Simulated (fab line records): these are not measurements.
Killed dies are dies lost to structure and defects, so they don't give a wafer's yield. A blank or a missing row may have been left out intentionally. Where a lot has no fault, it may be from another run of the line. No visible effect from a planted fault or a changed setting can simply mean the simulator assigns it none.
Which tool is to blame?    flow nandHarc    10 lots with 28 wafers sampled at 5 steps, on a route of 1159 steps

## WHAT THE GAUGES SHOWED, per wafer
NHARC_HYBRID_BOND_OVL_MEAS_05.
lot   measured      on          overlayXNm (nm)  overlayYNm (nm)
L884  day 18 15:41  overlay-02  2 6 -6           -25 67 -24
L883  day 18 15:42  overlay-02  7 40 18          -8 -8 30
L886  day 18 15:41  overlay-01  11 -24 -2        -1 30 6
L885  day 18 23:48  overlay-02  16 -23 -25       -41 31 22
L888  day 19 11:41  overlay-01  11 53 48         -5 22 -21
L889  day 19 11:41  overlay-02  -10 -27 -1       -8 41 -25
L887  day 19 20:22  overlay-01  15 -11 -26       33 82 -30
L892  day 20 07:08  overlay-01  13 23 -49        -1 23 -10
L896  day 21 16:40  overlay-01  -13 5 64         8 10 50
L900  day 23 04:07  overlay-02  -46              60

NHARC_THIN_TSV_THK_MEAS_02: measures by ir.
lot   measured      on            thkNm (nm)
L884  day 18 17:22  filmMetro-02  3052 3131 3164
L883  day 18 19:47  filmMetro-02  2741 3051 3233
L886  day 18 18:35  filmMetro-02  3398 2803 3000
L885  day 19 01:30  filmMetro-02  2706 2860 2831
L888  day 19 14:35  filmMetro-01  3313 3188 3156
L889  day 19 13:22  filmMetro-02  2881 3124 3213
L887  day 19 22:03  filmMetro-01  3151 3063 2974
L892  day 20 08:50  filmMetro-01  2840 2982 3284
L896  day 21 20:46  filmMetro-01  3212 3169 3262
L900  day 23 05:48  filmMetro-01  2

## WHAT TOOL EACH LOT RAN ON (gives the tool, then ch and the chambers of the sampled wafers, and finally the start)
lot   NHARC_A_BONDPAD_ETCH_34            NHARC_HYBRID_BOND_ACTIVATE_00      NHARC_THIN_TSV_GRIND_00
L884  rieDiel-13 ch 0,3, day 17 20:47    rieDiel-05 ch 1,2,3, day 17 23:23  grinder-01 ch 0, day 18 16:05
L883  rieDiel-13 ch 2,3, day 17 23:54    rieDiel-03 ch 0,2,3, day 18 02:31  grinder-01 ch 0, day 18 18:18
L886  rieDiel-13 ch 0,1,3, day 18 05:58  rieDiel-05 ch 0,2, day 18 08:35    grinder-01 ch 0, day 18 17:29
L885  rieDiel-13 ch 0,2,3, day 18 07:48  rieDiel-02 ch 0,1,3, day 18 10:22  grinder-01 ch 0, day 19 00:24
L888  rieDiel-13 ch 0,1,2, day 18 20:44  rieDiel-05 ch 1,2, day 18 23:28    grinder-01 ch 0, day 19 13:41
L889  rieDiel-13 ch 0,3, day 19 02:17    rieDiel-03 ch 2,3, day 19 04:50    grinder-01 ch 0, day 19 12:05
L887  rieDiel-13 ch 2,3, day 19 10:12    rieDiel-05 ch 0,1, day 19 12:47    grinder-01 ch 0, day 19 20:46
L892  rieDiel-09 ch 0,1, day 19 18:47    rieDiel-05 ch 1,3, day 19 21:24    grinder-01 ch 0, day 20 07:20
L896  rieDiel-09 ch 0,3, day 21 05:12    rieDiel-05 ch 2,3, day 21 07:46    grinder-01 ch 0, day 21 19:16
L900  rieDiel-10 ch 0, day 22 16:11      rieDiel-03 ch 0, day 22 19:08      grinder-01 ch 0, day 23 04:19
- NHARC_A_BONDPAD_ETCH_34: etches the open film in N2/H2, target depth 60 nm, overetch 18 nm, time 65.91 s.
- NHARC_HYBRID_BOND_ACTIVATE_00: chemistry N2, time 60 s.
- NHARC_THIN_TSV_GRIND_00

## WHAT THE TOOLS THEMSELVES READ (means of the sampled wafers that have a number; where no wafer has one, the mark that the record gives instead)
NHARC_A_BONDPAD_ETCH_34.
lot   tool        biasW (W)  drypumpMotorCurrentA (A)  h2FlowSccm (sccm)  oesProductAu (a.u.)  rfVppV (V)  showerheadPlenumPTorr (Torr)  throttleValvePct (%)
L884  rieDiel-13  149.9      5.6                       150.0              1.029                433.5       2.14                          14.168
L883  rieDiel-13  150.6      5.5                       149.9              1.005                432.1       2.12                          14.164
L886  rieDiel-13  150.1      5.8                       149.8              1.014                433.3       2.12                          14.174
L885  rieDiel-13  150.2      5.6                       150.1              1.008                432.5       2.11                          14.178
L888  rieDiel-13  149.9      5.8                       150.0              1.004                432.5       2.09                          14.173
L889  rieDiel-13  149.9      5.6                       150.0              1.018                433.9       2.14                          14.178
L887  rieDiel-13  149.7      5.5                       149.7              1.003                431.8       2.11                          14.173
L892  rieDiel-09  149.5      5.3                       149.9              0.996                430.3       2.05                          14.162
L896  rieDiel-09  150.5      5.8                       150.2              0.997                429.1       2.00                          14.169
L900  rieDiel-10  149.7      5.7                       150.6              1.006                434.9       2.17                          14.181

NHARC_HYBRID_BOND_ACTIVATE_00.
lot   tool        drypumpMotorCurrentA (A)  oesProductAu (a.u.)  rfVppV (V)  showerheadPlenumPTorr (Torr)
L884  rieDiel-05  5.9                       0.999                64.7        1.75
L883  rieDiel-03  5.6                       0.994                64.0        1.74
L886  rieDiel-05  5.2                       0.999                64.1        1.85
L885  rieDiel-02  5.6                       0.996                64.0        1.73
L888  rieDiel-05  6.0                       1.003                63.5        1.77
L889  rieDiel-03  5.9                       1.002                63.3        1.73
L887  rieDiel-05  5.5                       0.998                65.3        1.84
L892  rieDiel-05  5.9                       0.998                63.3        1.72
L896  rieDiel-05  5.7                       1.005                64.8        1.76
L900  rieDiel-03  5.2                       1.001                63.4        1.68

NHARC_THIN_TSV_GRIND_00.
lot   tool        motorCurrentA (A)
L884  grinder-01  12.014
L883  grinder-01  11.990
L886  grinder-01  11.981
L885  grinder-01  12.010
L888  grinder-01  11.997
L889  grinder-01  12.009
L887  grinder-01  12.018
L892  grinder-01  12.005
L896  grinder-01  12.019
L900  grinder-01  11.972

## THE ANSWER, worked out from the rows above alone
Rule: usual is defined by the lots themselves. Put in order of their means at a reading, lots are off if they are a third of the lots or fewer, leave a main group of 4 or more, and stand apart from it by a gap of 3 or more times the standard deviation of the main group's means; of several such gaps the widest counts. The tables above print the reading to a certain number of digits; a main group whose means all agree to those digits is not used. Also off: a lot with no number at a reading for which 4 or more lots have one. The other lots that the step has rows for count as sound. Order of review: gauges by route order, followed by the tools' own readings, for which a lot's mean as printed above is used. At the first step where some lot is off, the reading lying furthest off is the one used; lots without a number count as furthest.
Off, at NHARC_HYBRID_BOND_OVL_MEAS_05 on overlayYNm: L900. For the main group the mean is 9 nm and the standard deviation 9.4.
If a tool, at a process step before that reading, ran all the lots that are off and no sound lot after the first of them, it fits. The gauges at NHARC_HYBRID_BOND_OVL_MEAS_05 aren't tried: what is off there is off at NHARC_THIN_TSV_THK_MEAS_02 too, on other tools, and a gauge's error can't cause that. Can't be told from this: 2 tools fit, rieDiel-10 at NHARC_A_BONDPAD_ETCH_34, rieDiel-03 at NHARC_HYBRID_BOND_ACTIVATE_00.

## WHAT THE SIMULATOR PUT IN
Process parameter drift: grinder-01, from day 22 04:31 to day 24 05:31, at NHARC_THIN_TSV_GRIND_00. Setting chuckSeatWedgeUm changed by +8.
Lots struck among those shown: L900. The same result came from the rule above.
